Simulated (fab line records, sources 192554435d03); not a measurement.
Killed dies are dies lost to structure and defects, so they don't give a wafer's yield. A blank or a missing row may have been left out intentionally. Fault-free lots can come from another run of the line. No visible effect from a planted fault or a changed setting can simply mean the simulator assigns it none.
Chamber matching    flow n5 finfet    rie si-02 running N5_FIN_SAQP_MANDREL_ETCH_58: 4 sister chambers
The step etches a-Si in HBr/Cl2, stops on SiNx, target depth 45 nm, bt time 10 s, time 27 s. 14 wafers are shown with their chamber, then 7 later ones without.

== EACH WAFER AND ITS CHAMBER ==
wafer   chamber  throttle valve pct (%)  drypump motor current A (A)  oes product au (a.u.)
L075.2  0        35.98                   6.6                          0.700
L075.5  3        35.48                   6.2                          0.676
L075.6  2        35.77                   5.4                          0.726
L080.3  0        35.99                   6.6                          0.694
L080.4  2        35.77                   5.4                          0.716
L080.5  2        35.78                   5.4                          0.715
L084.1  1        34.89                   5.8                          0.687
L084.3  2        35.78                   5.4                          0.710
L084.4  3        35.47                   6.2                          0.686
L085.1  3        35.49                   6.2                          0.691
L085.4  0        35.98                   6.6                          0.696
L085.6  1        34.87                   5.8                          0.701
L086.1  3        35.47                   6.1                          0.676
L086.3  1        34.88                   5.8                          0.688

SIGNATURES (means of the wafers above)
reading                  chamber 0  chamber 1  chamber 2  chamber 3  scatter within a chamber
throttle valve pct       35.9833    34.8800    35.7750    35.4775    0.00801
drypump motor current A  6.600      5.800      5.400      6.175      0.0274
oes product au           0.69667    0.69200    0.71675    0.68225    0.00666
Rule: a wafer lies at a distance from a chamber equal to the root of the sum of squares, over the readings, of (its reading less the chamber's mean, divided by the reading's scatter). The wafer belongs to the nearest chamber; if the next one is less than 2 further off, it can't be placed. The scatter: take each reading less its chamber's mean, square it, sum over the shown wafers, divide by the number of wafers less the number of chambers, and take the root.

== WAFERS WITHOUT THEIR CHAMBER ==
wafer   throttle valve pct (%)  drypump motor current A (A)  oes product au (a.u.)
L086.5  35.47                   6.2                          0.688
L096.1  36.02                   6.6                          0.689
L096.3  35.49                   6.2                          0.673
L096.5  35.99                   6.6                          0.700
L097.1  34.91                   5.8                          0.676
L097.3  35.81                   5.4                          0.710
L097.5  35.49                   6.2                          0.676

== EACH ONE'S CHAMBER ==
wafer   from the rows above  in truth
L086.5  3                    3
L096.1  0                    0
L096.3  3                    3
L096.5  0                    0
L097.1  1                    1
L097.3  2                    2
L097.5  3                    3
Correct placement for 7 of the 7. Number that these rows cannot place: 0. Number placed wrongly: 0.
